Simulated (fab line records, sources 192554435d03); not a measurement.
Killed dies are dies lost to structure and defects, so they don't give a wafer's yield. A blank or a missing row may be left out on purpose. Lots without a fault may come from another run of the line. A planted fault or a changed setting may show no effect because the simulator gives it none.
Chamber matching | flow n5_finfet | N5_BEOL_M6_ETCH_62 on rie_diel-02: 4 sister chambers
The step etches SOC in N2/H2, target depth 110 nm, overetch 22 nm, time 165 s. 4 wafers are shown with their chamber, then 11 later ones without.

WAFERS WITH THEIR CHAMBER
wafer  | chamber | showerhead_plenum_p_Torr (Torr)
L084.1 | 3       | 2.45
L085.6 | 1       | 2.57
L086.3 | 2       | 2.68
L087.3 | 0       | 2.59

WAFERS WITHOUT THEIR CHAMBER
wafer  | showerhead_plenum_p_Torr (Torr)
L087.4 | 2.59
L087.6 | 2.68
L092.1 | 2.56
L092.3 | 2.59
L092.6 | 2.56
L093.2 | 2.56
L093.4 | 2.56
L093.6 | 2.44
L095.1 | 2.58
L095.5 | 2.56
L095.6 | 2.44

WHICH CHAMBER EACH WENT THROUGH
wafer  | from the rows above     | in truth
L087.4 | 0                       | 0
L087.6 | 2                       | 2
L092.1 | 1                       | 1
L092.3 | 0                       | 0
L092.6 | 1                       | 1
L093.2 | 1                       | 1
L093.4 | 1                       | 1
L093.6 | 3                       | 3
L095.1 | can't be placed: 0 or 1 | 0
L095.5 | 1                       | 1
L095.6 | 3                       | 3
Placed correctly: 10 of 11. Can't be placed from these rows: 1 (the true chamber is among the candidates in 1). Placed wrongly: 0.
How it was worked out, from the rows above alone: a wafer's distance from a chamber is the root of the sum, over the readings, of the square of ((its reading less the chamber's mean) divided by the reading's scatter). The wafer belongs to the nearest chamber; if the next one is less than 2 further off, it can't be placed. A chamber's mean is the mean of its shown wafers. The scatter: with one shown wafer a chamber, the root of the mean of the squares of how far each hidden wafer lies from its nearest shown one.
